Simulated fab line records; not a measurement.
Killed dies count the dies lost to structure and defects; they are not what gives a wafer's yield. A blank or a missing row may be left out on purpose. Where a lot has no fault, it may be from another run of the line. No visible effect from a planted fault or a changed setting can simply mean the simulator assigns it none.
Chamber matching	flow n5 finfet	N5_BEOL_M11_STRIP_67 on rie diel-04: 3 sister chambers
The step strips in CF4. 22 wafers are shown with their chamber, then 8 later ones without.

WAFERS PAIRED WITH THEIR CHAMBERS
wafer	chamber	showerhead plenum p Torr (Torr)	drypump motor current A (A)	oes product au (a.u.)
L074.3	1	1.89	4.9	0.85
L074.4	3	1.86	5.3	0.72
L074.6	1	1.89	4.9	0.85
L075.2	1	1.89	4.8	0.85
L075.4	3	1.86	5.2	0.72
L075.5	3	1.86	5.2	0.72
L079.1	0	1.78	5.6	0.75
L079.5	0	1.78	5.6	0.74
L079.6	1	1.89	4.9	0.83
L081.2	3	1.86	5.2	0.72
L081.3	1	1.89	4.9	0.83
L081.4	0	1.78	5.6	0.74
L086.4	3	1.85	5.2	0.70
L086.5	0	1.78	5.6	0.73
L086.6	1	1.89	4.8	0.81
L088.1	1	1.89	4.9	0.81
L088.2	3	1.85	5.2	0.70
L088.4	0	1.78	5.7	0.73
L091.1	3	1.85	5.3	0.70
L091.2	0	1.78	5.6	0.73
L091.3	1	1.88	4.9	0.81
L092.4	3	1.85	5.3	0.70

SIGNATURES (means of the wafers above)
reading	chamber 0	chamber 1	chamber 3	scatter within a chamber
showerhead plenum p Torr	1.7800	1.8887	1.8550	0.00389
drypump motor current A	5.617	4.875	5.237	0.0471
oes product au	0.7367	0.8300	0.7100	0.0136
Rule: distance of a wafer from a chamber = root of the sum over the readings of ((wafer's reading minus chamber's mean) / reading's scatter) squared. The wafer belongs to the nearest chamber; if the next one is less than 2 further off, it can't be placed. The scatter is the square root of a quotient: the sum, over the shown wafers, of each reading's squared deviation from its chamber's mean, divided by wafers minus chambers.

WAFERS WHOSE CHAMBER IS MISSING
wafer	showerhead plenum p Torr (Torr)	drypump motor current A (A)	oes product au (a.u.)
L092.5	1.88	4.9	0.80
L094.2	1.85	5.2	0.70
L094.5	1.78	5.6	0.73
L094.6	1.88	4.9	0.81
L093.2	1.78	5.6	0.72
L093.4	1.88	4.8	0.81
L095.2	1.85	5.2	0.69
L095.4	1.78	5.6	0.72

EACH ONE'S CHAMBER
wafer	from the rows above	in truth
L092.5	1	1
L094.2	3	3
L094.5	0	0
L094.6	1	1
L093.2	0	0
L093.4	1	1
L095.2	3	3
L095.4	0	0
Correctly placed: 8 of 8. Can't be placed from these rows: 0. Wrongly placed: 0.
